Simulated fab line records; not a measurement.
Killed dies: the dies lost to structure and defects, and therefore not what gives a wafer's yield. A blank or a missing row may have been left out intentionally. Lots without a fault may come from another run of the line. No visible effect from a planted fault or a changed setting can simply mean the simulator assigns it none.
Chamber matching | flow n5_finfet | ald_sin-01 running N5_BEOL_M0_SAQP_SPACER2_ALD_26: 4 sister chambers
The step deposits SiO2, target thk 15 nm, pulse time 1 s, purge time 2 s. 4 wafers are shown with their chamber, then 9 later ones without.

## EACH WAFER AND ITS CHAMBER
wafer  | chamber | heater_power_w (W)
L091.2 | 1       | 458
L093.2 | 0       | 551
L093.3 | 3       | 361
L093.4 | 2       | 461

## WAFERS MISSING THEIR CHAMBER
wafer  | heater_power_w (W)
L094.1 | 533
L094.5 | 474
L094.6 | 464
L095.2 | 361
L095.3 | 471
L095.4 | 538
L096.1 | 474
L096.2 | 457
L096.4 | 541

## WHICH CHAMBER EACH ONE RAN IN
wafer  | from the rows above     | in truth
L094.1 | 0                       | 0
L094.5 | can't be placed: 2 or 1 | 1
L094.6 | can't be placed: 2 or 1 | 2
L095.2 | 3                       | 3
L095.3 | can't be placed: 2 or 1 | 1
L095.4 | 0                       | 0
L096.1 | can't be placed: 2 or 1 | 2
L096.2 | can't be placed: 1 or 2 | 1
L096.4 | 0                       | 0
Correct placement for 4 of the 9. From these rows, 5 cannot be placed; in 5 the true chamber is one of the candidates. Number placed wrongly: 0.
How it was worked out, from the rows above alone: a wafer's distance from a chamber is the root of the sum, over the readings, of the square of ((its reading less the chamber's mean) divided by the reading's scatter). If the next closest chamber is less than 2 further off than the closest, the wafer can't be placed; otherwise it belongs to the closest. Each chamber's mean is taken over the wafers shown for it. The scatter: with one shown wafer a chamber, the root of the mean of the squares of how far each hidden wafer lies from its nearest shown one.
